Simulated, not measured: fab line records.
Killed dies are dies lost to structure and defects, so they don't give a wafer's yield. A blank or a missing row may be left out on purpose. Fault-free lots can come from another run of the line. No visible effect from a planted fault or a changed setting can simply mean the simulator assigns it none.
Chamber matching	flow n5Finfet	N5_MOL_CONTACT_COAG_VIA_ETCH_46 on rieDiel-06 has 4 sister chambers
The step etches SiO2 in C4F6/O2, target depth 46 nm, overetch 9.2 nm, time 40 s. 16 wafers are shown with their chamber, then 8 later ones without.

## EACH WAFER AND ITS CHAMBER
wafer	chamber	rfVppV (V)	throttleValvePct (%)	drypumpMotorCurrentA (A)
L074.1	3	1602	41.7	4.9
L074.2	2	1577	40.7	5.6
L074.5	2	1577	40.7	5.5
L085.2	0	1593	41.1	5.7
L085.3	2	1577	40.7	5.5
L085.5	3	1602	41.7	4.9
L086.2	1	1572	41.1	5.8
L086.4	2	1577	40.7	5.5
L086.6	1	1572	41.1	5.8
L091.2	1	1571	41.1	5.8
L091.4	1	1571	41.1	5.8
L091.5	0	1593	41.0	5.7
L093.1	1	1571	41.1	5.8
L093.4	1	1571	41.1	5.8
L093.5	0	1593	41.0	5.7
L095.3	0	1593	41.0	5.7

SIGNATURES (averages over the wafers above)
reading	chamber 0	chamber 1	chamber 2	chamber 3	scatter within a chamber
rfVppV	1593.00	1571.33	1577.00	1602.00	0.333
throttleValvePct	41.025	41.100	40.700	41.700	0.025
drypumpMotorCurrentA	5.700	5.800	5.525	4.900	0.025
Rule: distance of a wafer from a chamber = root of the sum over the readings of ((wafer's reading minus chamber's mean) / reading's scatter) squared. If the next closest chamber is less than 2 further off than the closest, the wafer can't be placed; otherwise it belongs to the closest. How the scatter is found: for the shown wafers, subtract from each reading the mean of its chamber, square and add these, divide the total by (wafers less chambers), then take the root.

## WAFERS WHOSE CHAMBER IS MISSING
wafer	rfVppV (V)	throttleValvePct (%)	drypumpMotorCurrentA (A)
L095.4	1572	41.1	5.8
L095.6	1593	41.0	5.7
L096.2	1600	41.3	4.9
L096.4	1575	40.7	5.5
L096.6	1572	41.1	5.8
L097.1	1576	40.7	5.5
L097.2	1571	41.1	5.8
L097.6	1599	41.3	4.9

## WHICH CHAMBER EACH WENT THROUGH
wafer	from the rows above	in truth
L095.4	1	1
L095.6	0	0
L096.2	3	3
L096.4	2	2
L096.6	1	1
L097.1	2	2
L097.2	1	1
L097.6	3	3
Placed correctly: 8 of 8. From these rows, 0 cannot be placed. Number placed wrongly: 0.
